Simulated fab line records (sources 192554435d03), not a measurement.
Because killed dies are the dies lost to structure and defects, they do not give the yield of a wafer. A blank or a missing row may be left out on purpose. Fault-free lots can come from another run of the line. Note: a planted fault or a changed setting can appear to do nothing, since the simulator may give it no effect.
A struck lot beside a sound one + flow n5-finfet + 37 out of 1938 route steps
Sound: wafers L161.2, L161.5, L161.6. Struck: wafer L170.4 (left out: L170.3, L170.6 of the same lot, which were not struck); the cause appears at the end.
Per side, at each step with rows, come the tool, then ch with its chambers, and then its first start. Under that, the readings that differ: sound wafers + struck wafers + difference of the means + sigmas: that difference in standard deviations of wafers without a fault.
alike: readings whose means differ by less than 2 such deviations, and words and numbers that are the same on both sides. not compared: withheld readings, readings that some wafer has no value for, bounds like >300 that may hide the same value, and numbers for which the record gives no deviation and whose values overlap.
A row with sigmas, a row that says differs or no value, or rows on one side alone: a step with any of these is where the two part. Non-overlapping numbers with no deviation appear without sigmas and do not part them. A reading that every wafer of one side lacks parts them only if that side has two wafers or more.

first, 8 steps without rows for these wafers: N5_BEOL_M5_ANNEAL_51 (time 90 s); N5_BEOL_M5_CMP_52 (polishes, stops on SiCOH lowk, t overpolish 6.9 s, target thk 62 nm); N5_BEOL_M5_PRE_CLEAN_77 (time 15 s); N5_BEOL_M5_CO_CAP_78 (material Co, precursor CCTBA/H2, target thk 2 nm, time 102.1 s); N5_BEOL_M5_PRE_CLEAN_55 (time 15 s); N5_BEOL_M5_DEP_56 (deposits SiCN from 3MS/NH3, target thk 8 nm, time 14 s); N5_BEOL_M6_ILD_DEP_00 (deposits SiCOH lowk from DEMS/porogen, target thk 179.75 nm, time 33.4 s); N5_BEOL_M6_CURE_74 (cures SiCOH lowk, time 240 s).
N5_BEOL_M6_PECVD_70: deposits SiO2 from TEOS/O2, target thk 20 nm, time 22.7 s.
  sound on pecvd-02 ch 0,2, day 12 01:29; struck on pecvd-02 ch 2, day 14 03:59
| reading                                    | sound        | struck | difference | sigmas |
|--------------------------------------------|--------------|--------|------------|--------|
| model.SiO2_of_BEOL_M6_PECVD_70.thk-nm (nm) | 20 20.2 20.8 | 24.8   | +4.5       |        |
  alike: heater-power-w, showerhead-plenum-p-Torr, throttle-valve-pct
  not compared: since-wet-clean-h
then, 25 steps without rows for these wafers: N5_BEOL_M6_HM_DEP_02 (deposits TiN, target thk 20 nm); N5_BEOL_M6_COAT_59 (time 60 s, resist thk 100 nm); N5_BEOL_M6_COAT_60 (time 60 s, resist thk 35 nm); N5_BEOL_M6_COAT_05 (resist thk 90 nm); N5_BEOL_M6_EBR_07; N5_BEOL_M6_SOFTBAKE_06 (time 60 s); N5_BEOL_M6_EXPOSE_08 (exposes mask M6); N5_BEOL_M6_PEB_09 (peb time 60 s); N5_BEOL_M6_DEVELOP_10 (develop time 30 s); N5_BEOL_M6_DESCUM_16 (chemistry O2, time 7.9 s); N5_BEOL_M6_ETCH_61 (etches SiARC in CF4, target depth 45.5 nm, time 75.8 s); N5_BEOL_M6_ETCH_62 (etches SOC in N2/H2, target depth 110 nm, overetch 22 nm, time 165 s); N5_BEOL_M6_STRIP_68 (strips in N2/H2); N5_BEOL_M6_STRIP_67 (strips in CF4); N5_BEOL_M6_HM_OPEN_17 (chemistry Cl2/BCl3, target TiN, target depth 20 nm, overetch 6 nm); N5_BEOL_M6_STRIP_19 (strips in O2); N5_BEOL_M6_COAT_63 (time 60 s, resist thk 60 nm); N5_BEOL_M6_COAT_64 (time 60 s, resist thk 12 nm); N5_BEOL_M6_COAT_71 (time 60 s, resist thk 5 nm); N5_BEOL_M6_COAT_22 (resist thk 30 nm); N5_BEOL_M6_EBR_24; N5_BEOL_M6_SOFTBAKE_23 (time 60 s); N5_BEOL_M6_EXPOSE_25 (exposes mask V5, target cd 40 nm); N5_BEOL_M6_PEB_26 (peb time 60 s); N5_BEOL_M6_DEVELOP_27 (develop time 30 s).
N5_BEOL_M6_HM_STRIP_39: strips TiN in peroxide tin strip, target depth 25 nm, time 158 s.
  sound on wet-bench-03 ch 0,1,7, day 12 04:09; struck on wet-bench-04 ch 0, day 14 06:46
| reading                                    | sound        | struck | difference | sigmas |
|--------------------------------------------|--------------|--------|------------|--------|
| model.SiO2_of_BEOL_M6_PECVD_70.thk-nm (nm) | 19.8 20 20.6 | 24.6   | +4.5       |        |
  alike: bath-guard-temp-C
N5_BEOL_M6_CMP_52: polishes, stops on SiCOH lowk, t overpolish 6.9 s, target thk 80 nm.
  sound on cmp-03 ch 0,2,3, day 12 07:56; struck on cmp-02 ch 3, day 14 09:50
| reading                      | sound          | struck | difference | sigmas |
|------------------------------|----------------|--------|------------|--------|
| barrier-field-endpoint-s (s) | 29.0 30.1 29.9 | 35.1   | +5.4       | +7     |
  alike: clearing-platen-rpm, motor-current-A, platen-rpm, slurry-flow-ml-min
N5_PASSIVATION_PROBE_49:
  the record has rows for the sound wafers here (prober-01, day 15 20:26) and none for the struck ones

## WHERE THEY PART
Earliest at N5_BEOL_M6_CMP_52; latest, in this record, at N5_PASSIVATION_PROBE_49.

WHY: the cause the simulator had injected
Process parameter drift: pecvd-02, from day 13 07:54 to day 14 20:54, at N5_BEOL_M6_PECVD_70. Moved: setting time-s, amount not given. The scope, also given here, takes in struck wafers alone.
